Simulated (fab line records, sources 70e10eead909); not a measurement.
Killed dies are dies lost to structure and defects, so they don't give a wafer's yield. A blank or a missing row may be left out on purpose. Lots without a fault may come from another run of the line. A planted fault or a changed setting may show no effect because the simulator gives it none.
Chamber matching | flow nand_harc | NHARC_A_CHANNEL_FILL_D1_ALD_25 on ald_hk-04: 4 sister chambers
The step deposits SiOx, target thk 60 nm, pulse time 10 s, ald cycles 600. 4 wafers are shown with their chamber, then 7 later ones without.

WAFERS WITH THEIR CHAMBER
wafer  | chamber | heater_power_w (W)
L519.3 | 2       | 403
L519.6 | 3       | 502
L520.3 | 0       | 438
L520.5 | 1       | 440

WAFERS WITHOUT THEIR CHAMBER
wafer  | heater_power_w (W)
L520.6 | 432
L527.2 | 446
L527.3 | 440
L527.5 | 413
L529.4 | 500
L529.5 | 432
L529.6 | 443

WHICH CHAMBER EACH WENT THROUGH
wafer  | from the rows above     | in truth
L520.6 | can't be placed: 0 or 1 | 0
L527.2 | can't be placed: 1 or 0 | 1
L527.3 | can't be placed: 1 or 0 | 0
L527.5 | 2                       | 2
L529.4 | 3                       | 3
L529.5 | can't be placed: 0 or 1 | 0
L529.6 | can't be placed: 1 or 0 | 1
Placed correctly: 2 of 7. Can't be placed from these rows: 5 (the true chamber is among the candidates in 5). Placed wrongly: 0.
How it was worked out, from the rows above alone: a wafer's distance from a chamber is the root of the sum, over the readings, of the square of ((its reading less the chamber's mean) divided by the reading's scatter). The wafer belongs to the nearest chamber; if the next one is less than 2 further off, it can't be placed. A chamber's mean is the mean of its shown wafers. The scatter: with one shown wafer a chamber, the root of the mean of the squares of how far each hidden wafer lies from its nearest shown one.
